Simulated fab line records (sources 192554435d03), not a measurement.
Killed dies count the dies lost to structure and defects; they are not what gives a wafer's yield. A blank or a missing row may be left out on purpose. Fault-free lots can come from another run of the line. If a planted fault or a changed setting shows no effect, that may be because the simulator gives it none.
Split-lot study ; flow n5-finfet ; route with 1938 steps; 7 lots, 39 wafers read

ABOUT THE SPLIT
At N5_SPACER0_ALD_08 (deposits SiNx, target thk 2 nm), the setting target-thk-a was moved away from the recipe's 20 angstrom on 15 of the 39 wafers read, by -59.5% to +40.5%. For the rest of the wafers, this setting stayed at what the recipe calls for.

FROM THE SPLIT TO THE READING: what the file shows between them, 3 steps
- N5_SD_EPI_N_COAT_32: time 60 s, resist thk 350 nm
- N5_SD_EPI_N_SD_RECESS_17: chemistry HBr/Cl2/O2, target depth 41 nm, time 23.7 s, bt time 3 s
- N5_SD_EPI_N_STRIP_38: strips in N2/H2

THE READING
SiNx_of_SPACER0_ALD_08.thk-nm (the simulator's own value, which no gauge read), in nm, at N5_SD_EPI_N_WET_ETCH_43 (etches SiO2 in dHF, time 14 s, target depth 1.5 nm). There is no usual value for it anywhere in the file. Across the 24 wafers here that went through the recipe, the average is 1.6 nm and the standard deviation 0.04 nm.

wafer;tool, chamber at the split;target-thk-a as run, angstrom;against the recipe;SiNx_of_SPACER0_ALD_08.thk-nm, nm;against lot-mates on the recipe
L074.1;ald-sin-04, 0,1,0;20;recipe;1.6;-
L074.5;ald-sin-04, 0,1,0;20;recipe;1.6;-
L074.6;ald-sin-04, 0,1,0;20;recipe;1.6;-
L078.1;ald-sin-02, 3,1,2;28.09;+40.5%;2.4;+0.8
L078.2;ald-sin-02, 3,1,2;28.09;+40.5%;2.4;+0.8
L078.4;ald-sin-02, 3,1,2;28.09;+40.5%;2.4;+0.8
L078.3;ald-sin-02, 0,0,3;20;recipe;1.6;-
L078.5;ald-sin-02, 0,0,3;20;recipe;1.6;-
L078.6;ald-sin-02, 0,0,3;20;recipe;1.6;-
L079.1;ald-sin-04, 1,3,2;8.098;-59.5%;0.4;-1.1
L079.2;ald-sin-04, 1,3,2;8.098;-59.5%;0.4;-1.1
L079.3;ald-sin-04, 1,3,2;8.098;-59.5%;0.4;-1.1
L079.4;ald-sin-04, 0,0,3;20;recipe;1.4;-
L079.5;ald-sin-04, 0,0,3;20;recipe;1.6;-
L079.6;ald-sin-04, 0,0,3;20;recipe;1.6;-
L081.1;ald-sin-04, 0,3,2;20;recipe;1.6;-
L081.4;ald-sin-04, 0,3,2;20;recipe;1.6;-
L081.5;ald-sin-04, 0,3,2;20;recipe;1.6;-
L081.2;ald-sin-04, 2,3,0;26.3;+31.5%;2.2;+0.6
L081.3;ald-sin-04, 2,3,0;26.3;+31.5%;2.2;+0.6
L081.6;ald-sin-04, 2,3,0;26.3;+31.5%;2.2;+0.6
L084.1;ald-sin-01, 2,1,1;13.21;-33.9%;0.8;-0.8
L084.3;ald-sin-01, 2,1,1;13.21;-33.9%;0.8;-0.8
L084.5;ald-sin-01, 2,1,1;13.21;-33.9%;0.8;-0.8
L084.2;ald-sin-01, 3,0,2;20;recipe;1.6;-
L084.4;ald-sin-01, 3,0,2;20;recipe;1.6;-
L084.6;ald-sin-01, 3,0,2;20;recipe;1.6;-
L094.1;ald-sin-04, 2,3,2;20;recipe;1.6;-
L094.5;ald-sin-04, 2,3,2;20;recipe;1.6;-
L094.6;ald-sin-04, 2,3,2;20;recipe;1.6;-
L094.2;ald-sin-04, 0;9.051;-54.7%;0.4;-1.2
L094.3;ald-sin-04, 1,3;9.051;-54.7%;0.4;-1.2
L094.4;ald-sin-04, 1,3;9.051;-54.7%;0.4;-1.2
L096.1;ald-sin-01, 3,1,0,2,3,0;20;recipe;1.6;-
L096.2;ald-sin-01, 3,1,0,2,3,0;20;recipe;1.6;-
L096.3;ald-sin-01, 3,1,0,2,3,0;20;recipe;1.6;-
L096.4;ald-sin-01, 3,1,0,2,3,0;20;recipe;1.6;-
L096.5;ald-sin-01, 3,1,0,2,3,0;20;recipe;1.6;-
L096.6;ald-sin-01, 3,1,0,2,3,0;20;recipe;1.6;-
When a row names more than one chamber, that row covers several wafers, and the file does not tell which wafer ran in which chamber.

THE FIT
A straight line over all 39 wafers: SiNx_of_SPACER0_ALD_08.thk-nm changes by +0.0207 nm for each +1% of target-thk-a; r = +1.00; the points scatter about the line by 0.046 nm.
The same after taking each lot's own level away (the mean of its wafers on the recipe; 39 wafers): +0.0204 nm for each +1%; r = +1.00; scatter 0.052 nm.
That fit puts the effect of the largest move of target-thk-a on the reading at 1.2 nm.
From 1.53 to 1.60 nm: that is the span of the lots' own levels, equal to 1.7 times the standard deviation above.
The two slopes are in agreement: the lot-to-lot level therefore moves the slope only a little.
Check: with one of the wafers moved furthest among these (-59.5%) left out of the fit, the line predicts -1.24 nm for it against its lot-mates. Against them it came out at -1.13 nm.

ADDITIONAL SPLITS CARRIED BY THESE WAFERS
Other splits were also applied to these wafers ahead of the reading. Each is held against what the fit with the lots' levels taken away leaves over:
other split on the same wafers;wafers away from the commonest value;r with SiNx_of_SPACER0_ALD_08.thk-nm (lot level and that fit taken away)
N5_FIN_SAQP_HM_DEP_03 time-s;15;+0.02

THE WHOLE CHAIN: every reading that the file lists as answering this split, in the file's order
step;what it does;reading;change (the file's fit);r (the file's)
N5_SPACER0_ALD_08;deposits SiNx, target thk 2 nm;SiNx_of_SPACER0_ALD_08.thk-nm (the simulator's own value, which no gauge read);+0.0195 nm for each +1% of the setting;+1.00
N5_SD_EPI_N_WET_ETCH_43;etches SiO2 in dHF, time 14 s, target depth 1.5 nm;SiNx_of_SPACER0_ALD_08.thk-nm (the simulator's own value, which no gauge read);+0.0205 nm for each +1% of the setting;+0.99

FILE'S OWN FIT
SiNx_of_SPACER0_ALD_08.thk-nm changes by +0.0205 nm for each +1% of target-thk-a, r = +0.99.
